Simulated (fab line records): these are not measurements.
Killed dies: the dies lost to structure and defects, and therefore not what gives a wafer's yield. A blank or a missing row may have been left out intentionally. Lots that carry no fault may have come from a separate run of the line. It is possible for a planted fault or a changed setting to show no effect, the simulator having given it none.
fab line records -- flow n5Finfet
record lots=6, wafers=16, lastDay=17
route steps=1938 shown BEOL_M14@1758
lots with no fault: from the same line, run without faults
startH: hours from the record's first day to the start of the lot's first wafer shown -- waitH: hours elapsed since this lot's preceding step -- " the same as in the row above -- L1.1+2: one row covering several wafers at once -- - either no value or no given start -- * or withheld: withheld -- < > ~ a bound
route shown NAME@n: names a module that has steps shown in the file, with the first one's number in the route -- usual: mean/standard deviation of fault-free wafers -- same: alike in all rows -- chamber/n: place in a boat -- sites: the reading at each site -- _std_site: the standard deviation of these -- _edge_site: inner sites' mean taken away from outer sites' mean -- radiusMm: for every site, how far away it sits from the centre of the wafer -- mask NAME#n: copy n -- behind: the last tool/chamber to shape the wafer -- hold: the reason the lot was held/the length of the hold in hours/how it ended -- device: transistor that didn't switch, given as n, p or np -- end of line: the route-end tests of the same wafers -- a step given without rows: its recipe and nothing more -- killed: dies lost to structure and defects at the first sort, not the wafer's yield -- map: a wafer's dies, x killed, . not, _ none there
set.NAME: the run value of the setting; set.NAME@STEP: its run value at that earlier step -- model.NAME: the simulator's own value behind a step, which no gauge read
certain route steps with their lots: each step a table, each wafer a row
services: from which hour (startH, from the record's first day; less than 0 if before it) a tool's chamber was out of use, for how many hours, and why
## steps
# step N5_BEOL_M14_PRECLEAN_39
# recipe chemistry=residueRemover, timeS=60, tempC=40
# step N5_BEOL_M14_SRD_40
# recipe timeS=30, tempC=23, rinseLiquid=diw, dry=n2Spin, spinRpm=1500, dryTimeS=30
# step N5_BEOL_M14_DEGAS_41
# recipe ambient=vacuum, tempC=300, timeS=60
# step N5_BEOL_M14_PRE_CLEAN_42
# recipe gas=H2/He, timeS=30, tempC=300
# usual heaterPowerW=475/50
lot.wafer,tool,chamber,startH,waitH,heaterPowerW
L262.1,pvdSputter-03,-,244.22,0.0,540
L262.3,pvdSputter-03,-,244.22,0.0,578
L262.6,pvdSputter-03,-,244.22,0.0,485
L269.4,pvdSputter-03,-,298.63,0.0,443
L269.6,pvdSputter-03,-,298.63,0.0,552
L270.2,pvdSputter-03,-,309.16,0.0,469
L270.6,pvdSputter-03,-,309.16,0.0,455
L280.1,pvdSputter-02,-,367.82,0.0,438
L280.3,pvdSputter-02,-,367.82,0.0,477
L280.5,pvdSputter-02,-,367.82,0.0,509
L282.2,pvdSputter-02,-,382.82,0.0,432
L282.5,pvdSputter-02,-,382.82,0.0,439
L282.6,pvdSputter-02,-,382.82,0.0,478
L283.4,pvdSputter-02,-,390.01,0.0,431
L283.5,pvdSputter-02,-,390.01,0.0,446
L283.6,pvdSputter-02,-,390.01,0.0,507
# step N5_BEOL_M14_SPUTTER_43
# recipe material=TaN, targetThkA=150, tempC=50, biasV=168.6, powerW=15000, chamberPressurePa=0.12, timeS=24.19
# usual cathodeDcPowerW=15000/2.8, throttleValvePct=30.1/1.3
lot.wafer,tool,chamber,startH,waitH,cathodeDcPowerW,throttleValvePct
L262.1,pvdSputter-03,-,244.26,0.0,15001,28.8
L262.3,pvdSputter-03,-,244.26,0.0,14999,32.4
L262.6,pvdSputter-03,-,244.26,0.0,14999,29.7
L269.4,pvdSputter-03,-,298.67,0.0,15002,30.2
L269.6,pvdSputter-03,-,298.67,0.0,15004,32.3
L270.2,pvdSputter-03,-,309.20,0.0,14996,30.0
L270.6,pvdSputter-03,-,309.20,0.0,14997,30.6
L280.1,pvdSputter-02,-,367.86,0.0,14997,31.4
L280.3,pvdSputter-02,-,367.86,0.0,14997,27.7
L280.5,pvdSputter-02,-,367.86,0.0,14996,30.3
L282.2,pvdSputter-02,-,382.86,0.0,14999,31.3
L282.5,pvdSputter-02,-,382.86,0.0,14997,30.9
L282.6,pvdSputter-02,-,382.86,0.0,15004,27.8
L283.4,pvdSputter-02,-,390.05,0.0,15001,30.9
L283.5,pvdSputter-02,-,390.05,0.0,15000,30.8
L283.6,pvdSputter-02,-,390.05,0.0,14998,29.8
# step N5_BEOL_M14_SPUTTER_44
# recipe material=Ta, targetThkA=150, tempC=50, biasV=80, powerW=15000, chamberPressurePa=0.07, timeS=24.19
# usual cathodeDcPowerW=15000/2.6, throttleValvePct=30.1/1.3
lot.wafer,tool,chamber,startH,waitH,cathodeDcPowerW,throttleValvePct
L262.1,pvdSputter-03,-,244.34,0.0,15001,28.3
L262.3,pvdSputter-03,-,244.34,0.0,14999,32.1
L262.6,pvdSputter-03,-,244.34,0.0,15002,29.7
L269.4,pvdSputter-03,-,298.75,0.0,15001,30.2
L269.6,pvdSputter-03,-,298.75,0.0,15003,32.4
L270.2,pvdSputter-03,-,309.28,0.0,15005,30.2
L270.6,pvdSputter-03,-,309.28,0.0,14996,30.3
L280.1,pvdSputter-02,-,367.94,0.0,14998,31.1
L280.3,pvdSputter-02,-,367.94,0.0,14997,28.3
L280.5,pvdSputter-02,-,367.94,0.0,14999,30.0
L282.2,pvdSputter-02,-,382.94,0.0,14999,31.2
L282.5,pvdSputter-02,-,382.94,0.0,14999,31.1
L282.6,pvdSputter-02,-,382.94,0.0,14997,27.9
L283.4,pvdSputter-02,-,390.13,0.0,14998,31.3
L283.5,pvdSputter-02,-,390.13,0.0,14995,31.3
L283.6,pvdSputter-02,-,390.13,0.0,14995,30.0
# step N5_BEOL_M14_SPUTTER_45
# recipe material=Cu, targetThkA=1000, tempC=-20, biasV=60, powerW=26000, chamberPressurePa=0.13, timeS=16.67
# usual cathodeDcPowerW=26000/5.1, chuckSensorTempC=-16.1/0.48, throttleValvePct=30.1/1.3
lot.wafer,tool,chamber,startH,waitH,cathodeDcPowerW,chuckSensorTempC,throttleValvePct
L262.1,pvdSputter-03,-,244.42,0.0,26004,-17.1,28.1
L262.3,pvdSputter-03,-,244.42,0.0,26000,-16.0,32.4
L262.6,pvdSputter-03,-,244.42,0.0,26003,-15.7,29.5
L269.4,pvdSputter-03,-,298.83,0.0,25999,-15.3,30.5
L269.6,pvdSputter-03,-,298.83,0.0,26001,-16.1,32.3
L270.2,pvdSputter-03,-,309.36,0.0,25994,-15.3,30.4
L270.6,pvdSputter-03,-,309.36,0.0,25993,-15.6,30.1
L280.1,pvdSputter-02,-,368.02,0.0,26000,-16.1,31.2
L280.3,pvdSputter-02,-,368.02,0.0,25998,-16.1,28.0
L280.5,pvdSputter-02,-,368.02,0.0,25998,-15.2,30.0
L282.2,pvdSputter-02,-,383.02,0.0,25996,-16.0,31.3
L282.5,pvdSputter-02,-,383.02,0.0,25995,-15.9,31.4
L282.6,pvdSputter-02,-,383.02,0.0,26002,-16.1,27.7
L283.4,pvdSputter-02,-,390.21,0.0,25998,-16.1,31.1
L283.5,pvdSputter-02,-,390.21,0.0,25996,-16.2,31.6
L283.6,pvdSputter-02,-,390.21,0.0,26000,-15.2,29.9
# step N5_BEOL_M14_ECD_47
# recipe material=Cu, targetThkA=12480
# step N5_BEOL_M14_ANNEAL_48
# recipe tempC=225, timeS=90, ambient=N2
# usual wafer_temp_C_max=226.1/0.4
lot.wafer,tool,chamber,startH,waitH,wafer_temp_C_max
L262.1,rtpAnneal-01,0,244.99,0.4,226.8
L262.3,rtpAnneal-01,0,244.99,0.4,226.1
L262.6,rtpAnneal-01,0,244.99,0.4,226.1
L269.4,rtpAnneal-02,0,300.32,1.3,225.6
L269.6,rtpAnneal-02,0,300.32,1.3,225.6
L270.2,rtpAnneal-02,0,310.07,0.5,225.8
L270.6,rtpAnneal-02,0,310.07,0.5,225.5
L280.1,rtpAnneal-01,0,368.32,0.1,226.2
L280.3,rtpAnneal-01,0,368.32,0.1,226.7
L280.5,rtpAnneal-01,0,368.32,0.1,226.2
L282.2,rtpAnneal-01,0,383.40,0.2,226.2
L282.5,rtpAnneal-01,0,383.40,0.2,226.5
L282.6,rtpAnneal-01,0,383.40,0.2,226.7
L283.4,rtpAnneal-01,0,390.65,0.2,226.5
L283.5,rtpAnneal-01,0,390.65,0.2,226.7
L283.6,rtpAnneal-01,0,390.65,0.2,226.6
# step N5_BEOL_M14_CMP_49
# recipe stopOn=SiO2, tOverpolishS=5.2, downForcePsi=2, platenRpm=80, clearingPlatenDownForcePsi=2, clearingPlatenRpm=80, postCmpClean=cuAlkaline, targetThkNm=560, clearingPlatenPadVelocityMS=1.5917, padVelocityMS=1.5917
# step N5_BEOL_M14_THK_MEAS_50
# recipe thkMeasGauge=xrf, reads=Cu_of_BEOL_M14_ECD_47
# usual M14_THK=578/14
lot.wafer,tool,chamber,startH,waitH,M14_THK[nm]
L262.1,filmMetro-01,-,245.59,-,561
L262.3,filmMetro-01,-,245.59,-,582
L262.6,filmMetro-01,-,245.59,-,582
L269.4,filmMetro-01,-,300.79,-,588
L269.6,filmMetro-01,-,300.79,-,557
L270.2,filmMetro-02,-,310.62,-,596
L270.6,filmMetro-02,-,310.62,-,596
L280.1,filmMetro-02,-,368.92,-,600
L280.3,filmMetro-02,-,368.92,-,574
L280.5,filmMetro-02,-,368.92,-,568
L282.2,filmMetro-01,-,384.04,-,579
L282.5,filmMetro-01,-,384.04,-,563
L282.6,filmMetro-01,-,384.04,-,591
L283.4,filmMetro-01,-,391.11,-,571
L283.5,filmMetro-01,-,391.11,-,588
L283.6,filmMetro-01,-,391.11,-,568
# step N5_BEOL_M14_PRE_CLEAN_52
# recipe gas=NH3, timeS=15, tempC=withheld, rfPowerW=300
# step N5_BEOL_M14_DEP_53
# recipe material=SiCN, targetThkA=500, tempC=withheld, precursor=3MS/NH3, pressureTorr=3, rfW=675, timeS=17.8
# usual showerheadPlenumPTorr=4.175/0.018, showerheadVppV=1627/73, throttleValvePct=17.9/0.72
lot.wafer,tool,chamber,startH,waitH,showerheadPlenumPTorr,showerheadVppV,throttleValvePct,model.SiCN_of_BEOL_M14_DEP_53.thkNm
L262.1,pecvd-04,1,245.66,0.0,4.150,1745,18.7,49.8
L262.3,pecvd-04,2,245.66,0.0,4.189,1536,16.8,50.4
L262.6,pecvd-04,2,245.66,0.0,4.185,1519,16.8,50.6
L269.4,pecvd-01,0,300.86,0.0,4.154,1668,18.6,50.2
L269.6,pecvd-01,2,300.86,0.0,4.190,1494,16.7,72.2
L270.2,pecvd-01,2,310.68,0.0,4.190,1494,16.8,71.6
L270.6,pecvd-01,1,310.68,0.0,4.177,1682,18.6,72.6
L280.1,pecvd-02,1,368.98,0.0,4.172,1688,18.4,50
L280.3,pecvd-02,2,368.98,0.0,4.163,1656,17.8,50
L280.5,pecvd-02,1,368.98,0.0,4.169,1639,18.8,51
L282.2,pecvd-01,0,384.10,0.0,4.161,1668,18.4,49.8
L282.5,pecvd-01,1,384.10,0.0,4.178,1673,18.6,50.4
L282.6,pecvd-01,0,384.10,0.0,4.152,1676,18.5,50.4
L283.4,pecvd-04,1,391.19,0.0,4.158,1724,19.1,50.6
L283.5,pecvd-04,2,391.19,0.0,4.189,1529,17.2,50.6
L283.6,pecvd-04,0,391.19,0.0,4.167,1701,17.6,51
# step N5_BEOL_M14_RS_MEAS_54
# recipe thkMeasGauge=four-point-probe, reads=Cu_of_BEOL_M14_ECD_47+Ta_of_BEOL_M14_SPUTTER_44+TaN_of_BEOL_M14_SPUTTER_43
# usual M14_RS=0.0333/0.00078
lot.wafer,tool,chamber,startH,waitH,M14_RS[ohm/sq]
L262.1,filmMetro-01,-,245.72,0.0,0.0337
L262.3,filmMetro-01,-,245.72,0.0,0.0325
L262.6,filmMetro-01,-,245.72,0.0,0.0326
L269.4,filmMetro-02,-,300.92,0.0,0.0326
L269.6,filmMetro-02,-,300.92,0.0,0.0343
L270.2,filmMetro-02,-,310.75,0.1,0.0323
L270.6,filmMetro-02,-,310.75,0.1,0.0325
L280.1,filmMetro-01,-,369.04,0.0,0.0317
L280.3,filmMetro-01,-,369.04,0.0,0.0330
L280.5,filmMetro-01,-,369.04,0.0,0.0335
L282.2,filmMetro-02,-,384.17,0.1,0.0332
L282.5,filmMetro-02,-,384.17,0.1,0.0342
L282.6,filmMetro-02,-,384.17,0.1,0.0326
L283.4,filmMetro-01,-,391.24,0.0,0.0338
L283.5,filmMetro-01,-,391.24,0.0,0.0329
L283.6,filmMetro-01,-,391.24,0.0,0.0340
## services
tool,chamber,startH,hours,kind
pecvd-04,2,266.62,5.5,scheduledDown
rtpAnneal-01,-,280.92,5.7,pm
pecvd-02,1,281.52,5.5,scheduledDown
pecvd-04,0,297.54,2.1,scheduledDown
pecvd-02,-,297.64,0.7,repair
pecvd-01,-,329.36,1.0,repair
pecvd-04,1,339.74,2.1,scheduledDown
pvdSputter-03,-,355.26,3.1,repair
pecvd-02,1,383.62,-,clean
pecvd-02,1,383.62,-,consumableReplace:showerhead
pecvd-02,1,383.62,29.0,scheduledDown
pecvd-02,1,383.62,29.0,ventCycle
## key
firstSign none at tools or gauges
modelEffect step=N5_BEOL_M14_DEP_53, value=SiCN_of_BEOL_M14_DEP_53.thkNm, without=50, struck=72.13
metAt N5_BEOL_M14_DEP_53
struckWafers L269.6,L270.2,L270.6
fault kind=processParameterDrift, tool=pecvd-01, chamber=-, onsetH=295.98, steps=N5_BEOL_M14_DEP_53, channel=timeS, offset=*, shape=step, endH=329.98, scope=struckWafersOnly, actsIn=*, stated=*
